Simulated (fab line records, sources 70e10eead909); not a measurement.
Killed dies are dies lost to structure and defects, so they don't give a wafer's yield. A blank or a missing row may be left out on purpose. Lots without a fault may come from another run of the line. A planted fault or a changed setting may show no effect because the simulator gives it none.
Which tool did it? | flow nand_harc | 6 lots, 18 wafers sampled, at 4 steps of a route of 1302

WHAT THE GAUGES READ, wafer by wafer
NHARC_P_GATE_CD_MEAS_91: target cd 2000 nm.
lot  | measured     | on        | cd_nm (nm)
L480 | day 7 06:20  | cd_sem-02 | 1997.1 1996.9 2000.0
L484 | day 8 16:49  | cd_sem-03 | 1996.0 2001.7 1999.6
L488 | day 10 04:42 | cd_sem-02 | 1996.3 1998.2 1997.6
L493 | day 12 08:06 | cd_sem-01 | 2000.0 2000.2 1998.7
L496 | day 13 11:58 | cd_sem-03 | - - -
L499 | day 14 19:27 | cd_sem-01 | 2001.3 2000.7 1999.5

WHICH TOOL RAN EACH LOT (tool, then ch and the chambers of the sampled wafers, then the start)
lot  | NHARC_P_GATE_ALD_36             | NHARC_P_GATE_DESCUM_48             | NHARC_P_GATE_EXPOSE_88
L480 | ald_sin-03 ch 1,2, day 6 15:35  | rie_diel-02 ch 0,1,2, day 7 03:00  | krf_scanner-02 ch 0, day 7 06:11
L484 | ald_sin-02 ch 0,1, day 8 02:49  | rie_diel-09 ch 1,2,3, day 8 13:32  | krf_scanner-02 ch 0, day 8 16:40
L488 | ald_sin-01 ch 0,3, day 9 14:53  | rie_diel-01 ch 0,2,3, day 10 01:27 | krf_scanner-02 ch 0, day 10 04:32
L493 | ald_sin-01 ch 0,3, day 11 18:02 | rie_diel-09 ch 0,2,3, day 12 04:47 | krf_scanner-01 ch 0, day 12 07:57
L496 | ald_sin-01 ch 0,1, day 12 23:02 | rie_diel-02 ch 0,2,3, day 13 08:42 | krf_scanner-01 ch 0, day 13 11:49
L499 | ald_sin-02 ch 0,1, day 14 05:30 | rie_diel-02 ch 1,2,3, day 14 16:08 | krf_scanner-04 ch 0, day 14 19:18
- NHARC_P_GATE_ALD_36: deposits SiNx, target thk 20 nm, pulse time 60 s, ald cycles 223.
- NHARC_P_GATE_DESCUM_48: chemistry O2, time 3 s.
- NHARC_P_GATE_EXPOSE_88: exposes mask P HVN, target cd 2000 nm.

THE ANSWER, worked out from the rows above alone
Rule: what is usual is taken from the lots themselves. Put in order of their means at a reading, lots are off if they are a third of the lots or fewer, leave a main group of 4 or more, and stand apart from it by a gap of 3 or more times the standard deviation of the main group's means; of several such gaps the widest counts. A main group whose means are all the same, to the digits that the tables above print for the reading, isn't used. A lot without any number at a reading at which 4 lots or more have one is off too. The other lots that the step has rows for count as sound.
Off: L496, at NHARC_P_GATE_CD_MEAS_91 (cd_nm). Without a number there: L496. The main group: mean 1998.9 nm, standard deviation 1.1.
A tool fits if, at a process step before that reading, it ran every lot that is off, and no sound lot after the first of them. The gauges at NHARC_P_GATE_CD_MEAS_91 are tried like those tools. Can't be told from this: 3 tools fit, ald_sin-01 at NHARC_P_GATE_ALD_36, krf_scanner-01 at NHARC_P_GATE_EXPOSE_88, cd_sem-03 at NHARC_P_GATE_CD_MEAS_91.

WHAT THE SIMULATOR HAD PUT IN
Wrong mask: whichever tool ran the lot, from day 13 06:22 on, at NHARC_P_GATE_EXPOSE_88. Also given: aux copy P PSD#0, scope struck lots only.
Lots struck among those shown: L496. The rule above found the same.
